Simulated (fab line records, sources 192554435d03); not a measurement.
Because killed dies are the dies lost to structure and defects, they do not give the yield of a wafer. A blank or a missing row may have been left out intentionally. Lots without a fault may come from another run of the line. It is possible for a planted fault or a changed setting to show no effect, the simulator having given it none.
Split-lot study ; flow n5 finfet ; 21 wafers read across 7 lots, on a route 1938 steps long

## THE SPLIT ITSELF
At N5_BEOL_M3_COAT_22 (resist thk 30 nm), the setting spin rpm was moved away from the recipe's 1500 rpm on 7 of the 21 wafers read, by -10.7% to -4.3%. The other wafers ran this setting at the recipe's value.

The split's own step is where the reading is taken.

## THE READING
CAR-EUV_of_BEOL_M3_COAT_22.thk nm (the simulator's own value, which no gauge read), in nm, at N5_BEOL_M3_COAT_22 (resist thk 30 nm). The file gives no usual value for it. Across the 14 wafers here that went through the recipe, the average is 29.9 nm and the standard deviation 0.096 nm.

wafer;tool, chamber at the split;spin rpm as run, rpm;against the recipe;CAR-EUV_of_BEOL_M3_COAT_22.thk nm, nm;against lot-mates on the recipe
L074.1;litho track-01, 0;1350;-10.0%;31.6;+1.6
L074.2;litho track-01, 0;1500;recipe;30;-
L074.5;litho track-01, 0;1500;recipe;30;-
L078.1;litho track-01, 0;1380;-8.0%;31.2;+1.2
L078.3;litho track-01, 0;1380;-8.0%;31.2;+1.2
L078.4;litho track-01, 0;1500;recipe;30;-
L079.1;litho track-03, 0;1500;recipe;30;-
L079.6;litho track-03, 0;1500;recipe;30;-
L079.2;litho track-03, 0;1340;-10.7%;31.8;+1.8
L080.4;litho track-05, 0;1500;recipe;30;-
L080.5;litho track-05, 0;1500;recipe;29.8;-
L080.6;litho track-05, 0;1500;recipe;29.8;-
L084.2;litho track-01, 0;1500;recipe;29.8;-
L084.4;litho track-01, 0;1500;recipe;29.8;-
L084.3;litho track-01, 0;1500;recipe;30;-
L089.2;litho track-03, 0;1500;recipe;30;-
L089.3;litho track-03, 0;1500;recipe;30;-
L089.4;litho track-03, 0;1428;-4.8%;30.8;+0.8
L091.1;litho track-05, 0;1435;-4.3%;30.4;+0.6
L091.6;litho track-05, 0;1435;-4.3%;30.4;+0.6
L091.2;litho track-05, 0;1500;recipe;29.8;-

THE FIT
A straight line over all 21 wafers: CAR-EUV_of_BEOL_M3_COAT_22.thk nm changes by -0.164 nm for each +1% of spin rpm; r = -0.98; the points scatter about the line by 0.12 nm.
The same after taking each lot's own level away (the mean of its wafers on the recipe; 21 wafers): -0.159 nm for each +1%; r = -0.99; scatter 0.069 nm.
On that fit, the largest move of spin rpm shifts the reading by 1.7 nm.
Across the lots, their own levels run from 29.80 to 30.00 nm, a range of 2.1 times the standard deviation given above.
Consequently the slope shifts little with the lot-to-lot level, the two slopes agreeing.
Check: +1.64 nm against its lot-mates is what the line predicts for one of the wafers moved furthest among these (-10.7%) when that wafer is left out of the fit. It came out at +1.8 nm against them.

## THE FILE'S OWN FIT
CAR-EUV_of_BEOL_M3_COAT_22.thk nm changes by -0.16 nm for each +1% of spin rpm, r = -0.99.
